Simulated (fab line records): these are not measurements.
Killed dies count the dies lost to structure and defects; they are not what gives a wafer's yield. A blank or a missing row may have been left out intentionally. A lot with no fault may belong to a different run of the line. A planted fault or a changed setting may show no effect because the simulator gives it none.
Lot-split experiment | flow n5Finfet | 7 lots, 21 wafers read, on a route of 1938 steps

== THE SPLIT ITSELF ==
At N5_BEOL_M12_TRENCH_ETCH_34 (etches SiOC in C4F8/O2/Ar, target depth 318.95 nm, time 125.5 s), the setting timeS was moved away from the recipe's 125.5 s on 7 of the 21 wafers read, by +6.8% to +15.4%. The other wafers ran this setting at the recipe's value.

== FROM THE SPLIT TO THE READING: what the file shows between them, 11 steps ==
- N5_BEOL_M12_STRIP_70: strips in C4F8/O2/Ar
- N5_BEOL_M12_OCD_MEAS_35
- N5_BEOL_M12_ETCH_38: etches SiCN in CF4/N2, target depth 68.7 nm, time 73.4 s (also split here: timeS)
- N5_BEOL_M12_PRECLEAN_39: cleans in residue remover, time 60 s
- N5_BEOL_M12_SRD_40: time 30 s, dry time 30 s
- N5_BEOL_M12_ECD_47: material Cu, target thk 720 nm
- N5_BEOL_M12_ANNEAL_48: time 90 s
- N5_BEOL_M12_CMP_49: polishes, stops on SiOC, t overpolish 20.6 s, target thk 320 nm
- N5_BEOL_M12_THK_MEAS_50: measures by xrf
- N5_BEOL_M12_PRE_CLEAN_52: time 15 s
- N5_BEOL_M12_DEP_53: deposits SiCN from 3MS/NH3, target thk 30 nm, time 10.5 s

== THE READING ==
M12_RS in ohm/sq, measured at N5_BEOL_M12_RS_MEAS_54 by four-point-probe. On this fab line, fault-free wafers typically give 0.0601 ohm/sq with a standard deviation of 0.0013 ohm/sq.

wafer  | tool, chamber at the split | timeS as run, s | against the recipe | M12_RS, ohm/sq | against lot-mates on the recipe
L078.1 | rieDiel-03, 3              | 125.5           | recipe             | 0.0613         | -
L078.3 | rieDiel-03, 0              | 125.5           | recipe             | 0.0592         | -
L078.4 | rieDiel-03, 0              | 125.5           | recipe             | 0.0593         | -
L081.3 | rieDiel-05, 2              | 125.5           | recipe             | 0.0611         | -
L081.4 | rieDiel-05, 3              | 125.5           | recipe             | 0.0613         | -
L081.6 | rieDiel-05, 0              | 125.5           | recipe             | 0.0595         | -
L083.2 | rieDiel-04, 0              | 134             | +6.8%              | 0.0567         | -0.0014
L083.3 | rieDiel-04, 2              | 125.5           | recipe             | 0.0581         | -
L083.4 | rieDiel-04, 3              | 134             | +6.8%              | 0.0542         | -0.0039
L084.1 | rieDiel-03, 2              | 125.5           | recipe             | 0.0604         | -
L084.4 | rieDiel-03, 1              | 125.5           | recipe             | 0.0604         | -
L084.5 | rieDiel-03, 3              | 125.5           | recipe             | 0.0621         | -
L085.2 | rieDiel-05, 2              | 125.5           | recipe             | 0.0610         | -
L085.4 | rieDiel-05, 3              | 144.8           | +15.4%             | 0.0530         | -0.0080
L085.5 | rieDiel-05, 2              | 144.8           | +15.4%             | 0.0523         | -0.0087
L095.1 | rieDiel-04, 1              | 141.5           | +12.7%             | 0.0521         | -0.0083
L095.4 | rieDiel-04, 0              | 125.5           | recipe             | 0.0612         | -
L095.6 | rieDiel-04, 1              | 125.5           | recipe             | 0.0596         | -
L097.1 | rieDiel-04, 1              | 136             | +8.4%              | 0.0546         | -0.0074
L097.2 | rieDiel-04, 2              | 136             | +8.4%              | 0.0544         | -0.0076
L097.4 | rieDiel-04, 0              | 125.5           | recipe             | 0.0620         | -

THE FIT
A straight line over all 21 wafers: M12_RS changes by -0.000581 ohm/sq for each +1% of timeS; r = -0.94; the points scatter about the line by 0.0012 ohm/sq.
The same after taking each lot's own level away (the mean of its wafers on the recipe; 21 wafers): -0.0006 ohm/sq for each +1%; r = -0.94; scatter 0.0012 ohm/sq.
That fit puts the effect of the largest move of timeS on the reading at 0.0092 ohm/sq.
The span of the lots' own levels, 0.05810 to 0.06200 ohm/sq, comes to 3.0 times the standard deviation stated above.
Consequently the slope shifts little with the lot-to-lot level, the two slopes agreeing.
Check: with one of the wafers moved furthest among these (+15.4%) left out of the fit, the line predicts -0.00977 ohm/sq for it against its lot-mates. Against them it came out at -0.008 ohm/sq.

== OTHER SPLITS ON THESE WAFERS ==
Note: prior to the reading, these wafers also went through further splits. Each is held against what the fit with the lots' levels taken away leaves over:
other split on the same wafers   | wafers away from the commonest value | r with M12_RS (lot level and that fit taken away)
N5_BEOL_M8_ILD_DEP_00 timeS      | 7                                    | +0.03
N5_BEOL_M8_PECVD_70 tempC        | 3                                    | +0.04
N5_BEOL_M10_VIA_ETCH_34 timeS    | 5                                    | +0.51
N5_BEOL_M11_HM_DEP_02 targetThkA | 7                                    | -0.17
N5_BEOL_M11_EXPOSE_08 doseMj     | 1                                    | -0.11
N5_BEOL_M12_ETCH_38 timeS        | 6                                    | +0.23

== THE WHOLE CHAIN: every reading that the file lists as answering this split, in the file's order ==
step                       | what it does                                                    | reading                                                                      | change (the file's fit)               | r (the file's)
N5_BEOL_M12_TRENCH_ETCH_34 | etches SiOC in C4F8/O2/Ar, target depth 318.95 nm, time 125.5 s | etch.depthNm (the simulator's own value, which no gauge read)                | +3.41 nm for each +1% of the setting  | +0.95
N5_BEOL_M12_OCD_MEAS_35    |                                                                 | trenchDepthNm                                                                | +3.45 nm for each +1% of the setting  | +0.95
N5_BEOL_M12_CMP_49         | polishes, stops on SiOC, t overpolish 20.6 s, target thk 320 nm | Cu_of_BEOL_M12_ECD_47.thkNm (the simulator's own value, which no gauge read) | +3.47 nm for each +1% of the setting  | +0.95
N5_BEOL_M12_THK_MEAS_50    | measures by xrf                                                 | M12_THK                                                                      | +3.57 for each +1% of the setting     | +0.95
N5_BEOL_M12_RS_MEAS_54     | measures by four-point-probe                                    | M12_RS                                                                       | -0.000613 for each +1% of the setting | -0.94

== THE FILE'S OWN FIT ==
M12_RS changes by -0.000613 ohm/sq for each +1% of timeS, r = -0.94.
